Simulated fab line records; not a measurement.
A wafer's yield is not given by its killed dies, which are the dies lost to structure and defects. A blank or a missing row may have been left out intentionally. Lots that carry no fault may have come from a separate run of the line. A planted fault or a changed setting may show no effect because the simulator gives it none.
Split-lot experiment | flow n5Finfet | 39 wafers read from 7 lots, route of 1938 steps

THE SPLIT
At N5_DUMMY_GATE_ETCH_31 (etches SiO2 in C4F6/O2, target depth 82.5 nm, time 27.5 s), the setting targetDepthA was moved away from the recipe's 825 angstrom on 18 of the 39 wafers read, by -11.6% to +7.8%. The other wafers ran this setting at the recipe's value.

The split's own step is where the reading is taken.

THE READING
SOC_of_DUMMY_GATE_COAT_34.thkNm (the simulator's own value, which no gauge read), in nm, at N5_DUMMY_GATE_ETCH_31 (etches SiO2 in C4F6/O2, target depth 82.5 nm, time 27.5 s). No usual value for it is given in the file. The 21 wafers here that ran the recipe average 51.9 nm, standard deviation 0.23 nm.

wafer  | tool, chamber at the split | targetDepthA as run, angstrom | against the recipe | SOC_of_DUMMY_GATE_COAT_34.thkNm, nm | against lot-mates on the recipe
L075.1 | rieDiel-06, 1              | 753.9                         | -8.6%              | 52.6                                | +0.9
L075.2 | rieDiel-06, 3              | 825                           | recipe             | 51.8                                | -
L075.3 | rieDiel-06, 2              | 825                           | recipe             | 51.4                                | -
L075.4 | rieDiel-06, 0              | 753.9                         | -8.6%              | 52.6                                | +0.9
L075.5 | rieDiel-06, 1              | 825                           | recipe             | 51.8                                | -
L075.6 | rieDiel-06, 0              | 753.9                         | -8.6%              | 52.6                                | +0.9
L076.1 | rieDiel-05, 0              | 825                           | recipe             | 52                                  | -
L076.2 | rieDiel-05, 3              | 825                           | recipe             | 52                                  | -
L076.3 | rieDiel-05, 2              | 729.4                         | -11.6%             | 52.6                                | +0.6
L076.4 | rieDiel-05, 1              | 729.4                         | -11.6%             | 52.6                                | +0.6
L076.5 | rieDiel-05, 2              | 729.4                         | -11.6%             | 52.8                                | +0.8
L076.6 | rieDiel-05, 3              | 825                           | recipe             | 52                                  | -
L085.1 | rieDiel-05, 0              | 825                           | recipe             | 52                                  | -
L085.2 | rieDiel-05, 3              | 825                           | recipe             | 52                                  | -
L085.3 | rieDiel-05, 1              | 825                           | recipe             | 51.8                                | -
L085.4 | rieDiel-05, 2              | 780.5                         | -5.4%              | 52                                  | +0.1
L085.5 | rieDiel-05, 3              | 780.5                         | -5.4%              | 52.6                                | +0.7
L085.6 | rieDiel-05, 2              | 780.5                         | -5.4%              | 52.2                                | +0.3
L087.2 | rieDiel-06, 1              | 825                           | recipe             | 52.2                                | -
L087.3 | rieDiel-06, 3              | 825                           | recipe             | 52.4                                | -
L087.6 | rieDiel-06, 3              | 825                           | recipe             | 52.2                                | -
L088.1 | rieDiel-06, 3              | 825                           | recipe             | 52                                  | -
L088.2 | rieDiel-06, 1              | 794.9                         | -3.6%              | 52.6                                | +0.5
L088.3 | rieDiel-06, 2              | 825                           | recipe             | 52                                  | -
L088.4 | rieDiel-06, 3              | 794.9                         | -3.6%              | 52.4                                | +0.3
L088.5 | rieDiel-06, 1              | 825                           | recipe             | 52.2                                | -
L088.6 | rieDiel-06, 2              | 794.9                         | -3.6%              | 52                                  | -0.1
L092.1 | rieDiel-05, 2              | 825                           | recipe             | 51.4                                | -
L092.2 | rieDiel-05, 0              | 825                           | recipe             | 52                                  | -
L092.3 | rieDiel-05, 3              | 825                           | recipe             | 52                                  | -
L092.4 | rieDiel-05, 1              | 734.7                         | -10.9%             | 52.8                                | +1.0
L092.5 | rieDiel-05, 3              | 734.7                         | -10.9%             | 52.8                                | +1.0
L092.6 | rieDiel-05, 0              | 734.7                         | -10.9%             | 52.8                                | +1.0
L097.1 | rieDiel-06, 0              | 825                           | recipe             | 51.8                                | -
L097.2 | rieDiel-06, 2              | 889.6                         | +7.8%              | 51                                  | -0.9
L097.3 | rieDiel-06, 1              | 825                           | recipe             | 51.8                                | -
L097.4 | rieDiel-06, 1              | 889.6                         | +7.8%              | 51                                  | -0.9
L097.5 | rieDiel-06, 0              | 825                           | recipe             | 52                                  | -
L097.6 | rieDiel-06, 2              | 889.6                         | +7.8%              | 51                                  | -0.9

THE FIT
A straight line over all 39 wafers: SOC_of_DUMMY_GATE_COAT_34.thkNm changes by -0.0825 nm for each +1% of targetDepthA; r = -0.89; the points scatter about the line by 0.23 nm.
The same after taking each lot's own level away (the mean of its wafers on the recipe; 39 wafers): -0.0867 nm for each +1%; r = -0.92; scatter 0.2 nm.
According to that fit, moving targetDepthA by its largest amount changes the reading by 1 nm.
The span of the lots' own levels, 51.67 to 52.27 nm, comes to 2.6 times the standard deviation stated above.
Consequently the slope shifts little with the lot-to-lot level, the two slopes agreeing.
Check: +1.01 nm against its lot-mates is what the line predicts for one of the wafers moved furthest among these (-11.6%) when that wafer is left out of the fit. Against them it came out at +0.6 nm.

ADDITIONAL SPLITS CARRIED BY THESE WAFERS
Note: prior to the reading, these wafers also went through further splits. Each is held against what the fit with the lots' levels taken away leaves over:
other split on the same wafers   | wafers away from the commonest value | r with SOC_of_DUMMY_GATE_COAT_34.thkNm (lot level and that fit taken away)
N5_WELL_APT_IMPLANT_15 energyKev | 9                                    | +0.28
N5_WELL_APT_EXPOSE_22 doseMj     | 15                                   | +0.05
N5_DUMMY_GATE_EXPOSE_12 doseMj   | 15                                   | -0.18

THE WHOLE CHAIN: every reading that the file lists as answering this split, in the file's order
step                  | what it does                                              | reading                                                                          | change (the file's fit)                | r (the file's)
N5_DUMMY_GATE_ETCH_31 | etches SiO2 in C4F6/O2, target depth 82.5 nm, time 27.5 s | etch.depthNm (the simulator's own value, which no gauge read)                    | +0.854 nm for each +1% of the setting  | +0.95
N5_DUMMY_GATE_ETCH_31 | etches SiO2 in C4F6/O2, target depth 82.5 nm, time 27.5 s | SOC_of_DUMMY_GATE_COAT_34.thkNm (the simulator's own value, which no gauge read) | -0.0839 nm for each +1% of the setting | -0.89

FILE'S OWN FIT
SOC_of_DUMMY_GATE_COAT_34.thkNm changes by -0.0839 nm for each +1% of targetDepthA, r = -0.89.
